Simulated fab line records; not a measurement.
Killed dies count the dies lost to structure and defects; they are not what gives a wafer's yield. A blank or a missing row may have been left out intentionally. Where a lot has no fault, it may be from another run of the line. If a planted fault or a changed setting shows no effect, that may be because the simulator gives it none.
Chamber matching -- flow n5-finfet -- 4 sister chambers for N5_ILD0_CMP_03 on cmp-01
The step polishes, stops on SiNx, t overpolish 1.9 s, target thk 197.38 nm. 4 wafers are shown with their chamber, then 8 later ones without.

## WAFERS, EACH WITH ITS CHAMBER
wafer,chamber,time-to-endpoint-s (s)
L089.6,2,67
L091.2,0,73
L091.4,3,70
L093.2,1,83

## WAFERS MISSING THEIR CHAMBER
wafer,time-to-endpoint-s (s)
L093.4,73
L093.5,73
L094.1,71
L094.4,78
L094.6,74
L095.1,84
L095.3,77
L095.4,75

## EACH ONE'S CHAMBER
wafer,from the rows above,in truth
L093.4,can't be placed: 0 or 3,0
L093.5,can't be placed: 0 or 3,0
L094.1,can't be placed: 3 or 0 or 2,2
L094.4,can't be placed: 0 or 1 or 3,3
L094.6,can't be placed: 0 or 3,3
L095.1,1,1
L095.3,can't be placed: 0 or 1 or 3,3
L095.4,can't be placed: 0 or 3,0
Correctly placed: 1 of 8. Not placeable from these rows: 7 (in 7, the candidates include the true chamber). 0 placed wrongly.
How it was worked out, from the rows above alone: a wafer's distance from a chamber is the root of the sum, over the readings, of the square of ((its reading less the chamber's mean) divided by the reading's scatter). If the next closest chamber is less than 2 further off than the closest, the wafer can't be placed; otherwise it belongs to the closest. A chamber's mean is the mean of its shown wafers. The scatter (one wafer shown for each chamber): square how far every hidden wafer sits from the nearest shown wafer, average those squares and take the square root.
